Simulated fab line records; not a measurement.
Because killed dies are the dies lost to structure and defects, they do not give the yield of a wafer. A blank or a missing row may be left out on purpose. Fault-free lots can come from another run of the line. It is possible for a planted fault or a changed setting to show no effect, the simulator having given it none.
fab line records -- flow nand_harc -- part 2 of 2: steps 33 to 43 of 43
[record] lots = 5, wafers = 15, last_day = 33
route steps=1302 shown P_STI@96 P_GATE@110
lots untouched by any fault: they come from a run of this same line in which no faults occurred
start_h: the number of hours between the record's first day and the start of the first shown wafer of the lot -- wait_h: hours from the lot's prior step to this one -- " identical to the entry in the row above -- L1.1+2: a row that stands for several wafers -- - no value present, or no start provided -- * or withheld: withheld -- < > ~ a bound
route shown NAME@n: NAME is a module with steps in the file, n the number in the route of the first one -- usual: average and standard deviation across the fault-free wafers -- same: alike in all rows -- chamber/n: place in a boat -- sites: each site's reading -- _std_site: standard deviation of those values -- _edge_site: outer sites' mean less inner sites' -- radius_mm: for every site, how far away it sits from the centre of the wafer -- mask NAME#n: copy n -- behind: tool/chamber where the wafer was last shaped -- hold: what put the lot on hold/how long, in hours/how the hold closed -- device: whichever transistor did not switch (one of n, p or np) -- end of line: tests of these same wafers at the route's end -- a step given without rows: its recipe and nothing more -- killed: dies that structure and defects cost at the first sort, which is not the same as the wafer's yield -- map: the dies of a wafer, with x for killed, . for not killed, _ for no die there
set.NAME: the setting the step ran with; set.NAME@STEP: the setting that earlier step ran with -- model.NAME: the simulator's own value behind a step, which no gauge read
lots at some steps of the route; a table a step, a row a wafer
services: the hour from which a tool's chamber was out of use, counted from the record's first day as start_h (under 0 if before that day), plus the number of hours and why
[[steps]]
[step NHARC_P_GATE_OXIDE_16]
[recipe] target_thk_a = 30, temp_c = 875, ox_time_s = 392, material = SiO2
[usual] spike_tc_lower_C = 875.4/1.9
lot.wafer,tool,chamber,start_h,wait_h,spike_tc_lower_C
L081.2,furnace-03,0,165.63,-,875.4
L081.4,furnace-03,0,165.63,-,878.1
L081.6,furnace-03,0,165.63,-,875.0
L088.1,furnace-03,0,229.43,-,875.1
L088.4,furnace-03,0,229.43,-,874.0
L088.5,furnace-03,0,229.43,-,873.8
L092.2,furnace-08,0,265.83,-,878.3
L092.3,furnace-08,0,265.83,-,876.8
L092.6,furnace-08,0,265.83,-,876.5
L093.2,furnace-08,0,285.84,-,876.1
L093.3,furnace-08,0,285.84,-,876.8
L093.4,furnace-08,0,285.84,-,878.0
L096.2,furnace-08,0,307.82,-,878.9
L096.4,furnace-08,0,307.82,-,876.8
L096.6,furnace-08,0,307.82,-,878.1
[step NHARC_P_GATE_CVD_17]
[recipe] target_thk_a = 1500, temp_c = 620, time_s = 900, material = poly-Si
[usual] spike_tc_lower_C = 620.1/1.3
lot.wafer,tool,chamber,start_h,wait_h,spike_tc_lower_C
L081.2,lpcvd_poly-04,0,171.69,2.5,618.3
L081.4,lpcvd_poly-04,0,171.69,2.5,619.6
L081.6,lpcvd_poly-04,0,171.69,2.5,618.8
L088.1,lpcvd_poly-02,0,235.96,3.0,618.1
L088.4,lpcvd_poly-02,0,235.96,3.0,619.2
L088.5,lpcvd_poly-02,0,235.96,3.0,619.5
L092.2,lpcvd_poly-04,0,271.92,2.5,620.2
L092.3,lpcvd_poly-04,0,271.92,2.5,620.9
L092.6,lpcvd_poly-04,0,271.92,2.5,619.2
L093.2,lpcvd_poly-01,0,292.60,3.3,619.5
L093.3,lpcvd_poly-01,0,292.60,3.3,621.9
L093.4,lpcvd_poly-01,0,292.60,3.3,620.5
L096.2,lpcvd_poly-04,0,313.93,2.6,619.1
L096.4,lpcvd_poly-04,0,313.93,2.6,619.3
L096.6,lpcvd_poly-04,0,313.93,2.6,619.7
[step NHARC_P_GATE_HM_DEP_102]
[recipe] target_thk_a = 1200, temp_c = 400, material = aC
[usual] throttle_valve_pct = 34.999/0.0095
lot.wafer,tool,chamber,start_h,wait_h,throttle_valve_pct
L081.2,acl_dep-01,0,174.43,0.5,34.995
L081.4,acl_dep-01,0,174.43,0.5,34.992
L081.6,acl_dep-01,0,174.43,0.5,35.007
L088.1,acl_dep-02,0,238.57,0.4,35.000
L088.4,acl_dep-02,0,238.57,0.4,34.985
L088.5,acl_dep-02,0,238.57,0.4,34.998
L092.2,acl_dep-01,0,274.62,0.5,34.997
L092.3,acl_dep-01,0,274.62,0.5,34.984
L092.6,acl_dep-01,0,274.62,0.5,35.006
L093.2,acl_dep-03,0,296.20,1.4,34.994
L093.3,acl_dep-03,0,296.20,1.4,34.999
L093.4,acl_dep-03,0,296.20,1.4,35.013
L096.2,acl_dep-01,0,316.67,0.5,34.987
L096.4,acl_dep-01,0,316.67,0.5,35.000
L096.6,acl_dep-01,0,316.67,0.5,34.999
[step NHARC_P_GATE_DEP_103]
[recipe] target_thk_a = 300, target_thk_nm = 30, temp_c = 400, flow_sccm = 200, rf_w = 350, material = SiON
[usual] heater_power_w = 764/68
lot.wafer,tool,chamber,start_h,wait_h,heater_power_w
L081.2,pecvd-03,2,175.01,0.5,810
L081.4,pecvd-03,1,175.01,0.5,792
L081.6,pecvd-03,2,175.01,0.5,816
L088.1,pecvd-01,1,239.57,0.9,654
L088.4,pecvd-01,2,239.57,0.9,716
L088.5,pecvd-01,1,239.57,0.9,667
L092.3,pecvd-01,2,275.18,0.3,802
L092.2,pecvd-01,1,275.18,0.3,771
L092.6,pecvd-01,2,275.18,0.3,788
L093.2,pecvd-03,2,296.78,0.5,654
L093.3,pecvd-03,0,296.78,0.5,776
L093.4,pecvd-03,1,296.78,0.5,745
L096.2,pecvd-03,2,317.26,0.5,701
L096.6,pecvd-03,0,317.26,0.5,676
L096.4,pecvd-03,1,317.26,0.5,726
[step NHARC_P_GATE_DEHYDRATE_18]
[recipe] temp_c = 150, time_s = 120
[usual] chill_plate_temp_C = 22.99/0.11
lot.wafer,tool,chamber,start_h,wait_h,chill_plate_temp_C
L081.2,litho_track-04,0,175.26,0.2,22.98
L081.4,litho_track-04,0,175.26,0.2,22.93
L081.6,litho_track-04,0,175.26,0.2,22.99
L088.1,litho_track-06,0,239.79,0.2,22.92
L088.4,litho_track-06,0,239.79,0.2,22.86
L088.5,litho_track-06,0,239.79,0.2,23.12
L092.2,litho_track-01,0,275.45,0.2,23.10
L092.3,litho_track-01,0,275.45,0.2,22.92
L092.6,litho_track-01,0,275.45,0.2,22.99
L093.2,litho_track-01,0,297.02,0.2,22.95
L093.3,litho_track-01,0,297.02,0.2,22.98
L093.4,litho_track-01,0,297.02,0.2,22.97
L096.2,litho_track-06,0,317.54,0.2,23.06
L096.4,litho_track-06,0,317.54,0.2,22.84
L096.6,litho_track-06,0,317.54,0.2,23.01
[step NHARC_P_GATE_HMDS_19]
[recipe] time_s = 30
[usual] chill_plate_temp_C = 22.99/0.11
lot.wafer,tool,chamber,start_h,wait_h,chill_plate_temp_C
L081.2,litho_track-04,0,-,-,23.07
L081.4,litho_track-04,0,-,-,22.95
L081.6,litho_track-04,0,-,-,23.18
L088.1,litho_track-06,0,-,-,23.06
L088.4,litho_track-06,0,-,-,22.89
L088.5,litho_track-06,0,-,-,23.03
L092.2,litho_track-01,0,-,-,23.06
L092.3,litho_track-01,0,-,-,22.95
L092.6,litho_track-01,0,-,-,22.90
L093.2,litho_track-01,0,-,-,23.00
L093.3,litho_track-01,0,-,-,22.98
L093.4,litho_track-01,0,-,-,22.93
L096.2,litho_track-06,0,-,-,23.04
L096.4,litho_track-06,0,-,-,23.29
L096.6,litho_track-06,0,-,-,23.20
[step NHARC_P_GATE_COAT_20]
[recipe] spin_rpm = 1500, resist_thk_nm = 90
[usual] chill_plate_temp_C = 22.99/0.11
lot.wafer,tool,chamber,start_h,wait_h,chill_plate_temp_C
L081.2,litho_track-04,0,-,-,23.18
L081.4,litho_track-04,0,-,-,23.02
L081.6,litho_track-04,0,-,-,23.16
L088.1,litho_track-06,0,-,-,22.91
L088.4,litho_track-06,0,-,-,22.99
L088.5,litho_track-06,0,-,-,23.01
L092.2,litho_track-01,0,-,-,22.84
L092.3,litho_track-01,0,-,-,23.05
L092.6,litho_track-01,0,-,-,23.12
L093.2,litho_track-01,0,-,-,23.05
L093.3,litho_track-01,0,-,-,22.74
L093.4,litho_track-01,0,-,-,23.03
L096.2,litho_track-06,0,-,-,23.18
L096.4,litho_track-06,0,-,-,23.04
L096.6,litho_track-06,0,-,-,23.01
[step NHARC_P_GATE_SOFTBAKE_21]
[recipe] temp_c = 105, time_s = 55
[usual] chill_plate_temp_C = 23.00/0.11
lot.wafer,tool,chamber,start_h,wait_h,chill_plate_temp_C
L081.2,litho_track-04,0,-,-,23.13
L081.4,litho_track-04,0,-,-,23.07
L081.6,litho_track-04,0,-,-,23.18
L088.1,litho_track-06,0,-,-,22.97
L088.4,litho_track-06,0,-,-,22.87
L088.5,litho_track-06,0,-,-,22.82
L092.2,litho_track-01,0,-,-,22.91
L092.3,litho_track-01,0,-,-,23.00
L092.6,litho_track-01,0,-,-,23.07
L093.2,litho_track-01,0,-,-,23.08
L093.3,litho_track-01,0,-,-,23.03
L093.4,litho_track-01,0,-,-,22.90
L096.2,litho_track-06,0,-,-,23.06
L096.4,litho_track-06,0,-,-,23.09
L096.6,litho_track-06,0,-,-,23.00
[step NHARC_P_GATE_EBR_22]
[usual] chill_plate_temp_C = 22.98/0.11
lot.wafer,tool,chamber,start_h,wait_h,chill_plate_temp_C
L081.2,litho_track-04,0,-,-,23.15
L081.4,litho_track-04,0,-,-,23.00
L081.6,litho_track-04,0,-,-,23.14
L088.1,litho_track-06,0,-,-,23.10
L088.4,litho_track-06,0,-,-,23.09
L088.5,litho_track-06,0,-,-,23.05
L092.2,litho_track-01,0,-,-,22.77
L092.3,litho_track-01,0,-,-,22.85
L092.6,litho_track-01,0,-,-,22.86
L093.2,litho_track-01,0,-,-,22.89
L093.3,litho_track-01,0,-,-,22.96
L093.4,litho_track-01,0,-,-,23.05
L096.2,litho_track-06,0,-,-,23.05
L096.4,litho_track-06,0,-,-,22.86
L096.6,litho_track-06,0,-,-,23.05
[step NHARC_P_GATE_EXPOSE_23]
[recipe] na = 1.35, target_cd_nm = 120, dose_mj = 93.91, mask_id = P_GATE
[usual] focus_offset_nm = 0.0/0.49
lot.wafer,tool,chamber,start_h,wait_h,mask,focus_offset_nm
L081.2,arfi_scanner-02,0,175.53,-,P_GATE#0,-0.9
L081.4,arfi_scanner-02,0,175.53,-,P_GATE#0,-0.3
L081.6,arfi_scanner-02,0,175.53,-,P_GATE#0,0.3
L088.1,arfi_scanner-03,0,240.05,-,P_GATE#0,-1.0
L088.4,arfi_scanner-03,0,240.05,-,P_GATE#0,-0.6
L088.5,arfi_scanner-03,0,240.05,-,P_GATE#0,0.0
L092.2,arfi_scanner-02,0,275.60,-,P_GATE#0,0.1
L092.3,arfi_scanner-02,0,275.60,-,P_GATE#0,0.2
L092.6,arfi_scanner-02,0,275.60,-,P_GATE#0,0.3
L093.2,arfi_scanner-02,0,297.17,-,P_GATE#0,-0.2
L093.3,arfi_scanner-02,0,297.17,-,P_GATE#0,0.9
L093.4,arfi_scanner-02,0,297.17,-,P_GATE#0,0.3
L096.2,arfi_scanner-03,0,317.68,-,P_GATE#0,0.1
L096.4,arfi_scanner-03,0,317.68,-,P_GATE#0,0.4
L096.6,arfi_scanner-03,0,317.68,-,P_GATE#0,0.4
[step NHARC_P_GATE_PEB_24]
[recipe] peb_temp_c = 100, peb_time_s = 65
[usual] chill_plate_temp_C = 22.99/0.12
lot.wafer,tool,chamber,start_h,wait_h,chill_plate_temp_C
L081.2,litho_track-01,0,175.59,0.1,22.82
L081.4,litho_track-01,0,175.59,0.1,22.83
L081.6,litho_track-01,0,175.59,0.1,22.86
L088.1,litho_track-04,0,240.12,0.1,22.94
L088.4,litho_track-04,0,240.12,0.1,23.05
L088.5,litho_track-04,0,240.12,0.1,23.08
L092.2,litho_track-04,0,275.66,0.1,22.99
L092.3,litho_track-04,0,275.66,0.1,23.00
L092.6,litho_track-04,0,275.66,0.1,23.13
L093.2,litho_track-06,0,297.23,0.1,22.98
L093.3,litho_track-06,0,297.23,0.1,22.84
L093.4,litho_track-06,0,297.23,0.1,22.78
L096.2,litho_track-04,0,317.74,0.1,22.82
L096.4,litho_track-04,0,317.74,0.1,22.81
L096.6,litho_track-04,0,317.74,0.1,23.01
[[services]]
tool,chamber,start_h,hours,kind
wet_bench-01,-,101.60,8.0,pm
cmp-04,-,110.06,2.0,repair
rie_diel-02,-,115.84,0.9,repair
furnace-05,-,116.94,26.0,pm
rie_diel-02,-,120.18,4.4,repair
wet_bench-03,-,123.96,3.7,repair
wet_bench-09,-,133.90,3.0,repair
rie_diel-02,1,138.80,16.8,repair
arfi_scanner-02,-,140.00,4.0,pm
krf_scanner-01,-,140.00,4.0,pm
litho_track-01,-,155.00,7.0,pm
wet_bench-09,-,176.80,8.0,pm
litho_track-06,-,179.00,7.0,pm
hdpcvd-01,-,185.13,13.0,pm
wet_bench-06,-,193.60,8.0,pm
litho_track-04,-,203.00,7.0,pm
wet_bench-03,-,210.40,8.0,pm
litho_track-02,-,227.00,7.0,pm
wet_bench-04,-,227.20,8.0,pm
wet_bench-03,-,234.09,1.0,repair
litho_track-07,-,251.00,7.0,pm
hdpcvd-01,-,265.50,0.9,repair
litho_track-03,-,275.00,7.0,pm
wet_bench-01,-,277.60,8.0,pm
